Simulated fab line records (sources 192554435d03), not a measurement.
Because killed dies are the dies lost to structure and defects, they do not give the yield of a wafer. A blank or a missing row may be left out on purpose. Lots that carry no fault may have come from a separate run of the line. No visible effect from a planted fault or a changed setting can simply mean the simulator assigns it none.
Split-lot experiment	flow n5_finfet	39 wafers read from 7 lots, route of 1938 steps

== ABOUT THE SPLIT ==
At N5_BEOL_M14_SPUTTER_43 (material TaN, target thk 15 nm, time 24.19 s), the setting target_thk_a was moved away from the recipe's 150 angstrom on 6 of the 39 wafers read, by +49.3% to +50.9%. All remaining wafers had this setting at the recipe value.

== FROM THE SPLIT TO THE READING: what the file shows between them, 4 steps ==
- N5_BEOL_M14_SPUTTER_44: material Ta, target thk 15 nm, time 24.19 s
- N5_BEOL_M14_SPUTTER_45: material Cu, target thk 100 nm, time 16.67 s
- N5_BEOL_M14_ECD_47: material Cu, target thk 1248 nm
- N5_BEOL_M14_ANNEAL_48: time 90 s

== THE READING ==
barrier_field_endpoint_s, in s, at N5_BEOL_M14_CMP_49 (polishes, stops on SiO2, t overpolish 5.2 s, target thk 560 nm). Fault-free wafers of this fab line usually give 11.35 s, standard deviation 0.22 s.

wafer	tool, chamber at the split	target_thk_a as run, angstrom	against the recipe	barrier_field_endpoint_s, s	against lot-mates on the recipe
L074.1	pvd_sputter-01, -	150	recipe	11.37	-
L074.5	pvd_sputter-01, -	150	recipe	11.40	-
L074.6	pvd_sputter-01, -	150	recipe	11.32	-
L077.4	pvd_sputter-02, -	150	recipe	11.07	-
L077.1	pvd_sputter-02, -	150	recipe	11.36	-
L077.2	pvd_sputter-02, -	150	recipe	11.20	-
L077.3	pvd_sputter-02, -	150	recipe	11.52	-
L077.5	pvd_sputter-02, -	150	recipe	11.03	-
L077.6	pvd_sputter-02, -	150	recipe	11.40	-
L076.1	pvd_sputter-03, -	150	recipe	11.38	-
L076.4	pvd_sputter-03, -	150	recipe	11.57	-
L076.2	pvd_sputter-03, -	150	recipe	11.59	-
L076.3	pvd_sputter-03, -	150	recipe	11.51	-
L076.6	pvd_sputter-03, -	150	recipe	11.19	-
L076.5	pvd_sputter-03, -	150	recipe	11.58	-
L078.3	pvd_sputter-03, -	223.9	+49.3%	14.04	+2.60
L078.2	pvd_sputter-03, -	150	recipe	11.42	-
L078.1	pvd_sputter-03, -	223.9	+49.3%	13.78	+2.34
L078.4	pvd_sputter-03, -	150	recipe	11.52	-
L078.6	pvd_sputter-03, -	223.9	+49.3%	14.04	+2.60
L078.5	pvd_sputter-03, -	150	recipe	11.37	-
L093.2	pvd_sputter-03, -	150	recipe	11.61	-
L093.1	pvd_sputter-03, -	150	recipe	11.46	-
L093.3	pvd_sputter-03, -	226.4	+50.9%	14.69	+3.17
L093.4	pvd_sputter-03, -	226.4	+50.9%	14.98	+3.46
L093.6	pvd_sputter-03, -	150	recipe	11.50	-
L093.5	pvd_sputter-03, -	226.4	+50.9%	14.67	+3.15
L096.1	pvd_sputter-01, -	150	recipe	11.27	-
L096.4	pvd_sputter-01, -	150	recipe	11.42	-
L096.3	pvd_sputter-01, -	150	recipe	11.23	-
L096.2	pvd_sputter-01, -	150	recipe	11.29	-
L096.6	pvd_sputter-01, -	150	recipe	11.37	-
L096.5	pvd_sputter-01, -	150	recipe	11.48	-
L097.3	pvd_sputter-01, -	150	recipe	11.35	-
L097.2	pvd_sputter-01, -	150	recipe	11.26	-
L097.1	pvd_sputter-01, -	150	recipe	11.10	-
L097.4	pvd_sputter-01, -	150	recipe	11.27	-
L097.6	pvd_sputter-01, -	150	recipe	11.12	-
L097.5	pvd_sputter-01, -	150	recipe	11.30	-

THE FIT
A straight line over all 39 wafers: barrier_field_endpoint_s changes by +0.0602 s for each +1% of target_thk_a; r = +0.98; the points scatter about the line by 0.21 s.
The same after taking each lot's own level away (the mean of its wafers on the recipe; 39 wafers): +0.0577 s for each +1%; r = +0.99; scatter 0.18 s.
According to that fit, moving target_thk_a by its largest amount changes the reading by 2.9 s.
The lots' own levels span 11.233 to 11.523 s, that is 1.3 times the standard deviation above.
Hence the lot-to-lot level has little effect on the slope; both slopes agree.
Check: with one of the wafers moved furthest among these (+50.9%) left out of the fit, the line predicts +2.89 s for it against its lot-mates. Against them it came out at +3.17 s.

== ADDITIONAL SPLITS CARRIED BY THESE WAFERS ==
Note: prior to the reading, these wafers also went through further splits. Each is held against what the fit with the lots' levels taken away leaves over:
other split on the same wafers	wafers away from the commonest value	r with barrier_field_endpoint_s (lot level and that fit taken away)
N5_BEOL_M11_TRENCH_ETCH_37 target_depth_a	15	+0.05

== THE WHOLE CHAIN: every reading that the file lists as answering this split, in the file's order ==
step	what it does	reading	change (the file's fit)	r (the file's)
N5_BEOL_M14_SPUTTER_43	material TaN, target thk 15 nm, time 24.19 s	TaN_of_BEOL_M14_SPUTTER_43.thk_nm (the simulator's own value, which no gauge read)	+0.151 nm for each +1% of the setting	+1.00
N5_BEOL_M14_CMP_49	polishes, stops on SiO2, t overpolish 5.2 s, target thk 560 nm	barrier_field_endpoint_s	+0.0577 s for each +1% of the setting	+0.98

== THE FILE'S OWN FIT ==
barrier_field_endpoint_s changes by +0.0577 s for each +1% of target_thk_a, r = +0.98.
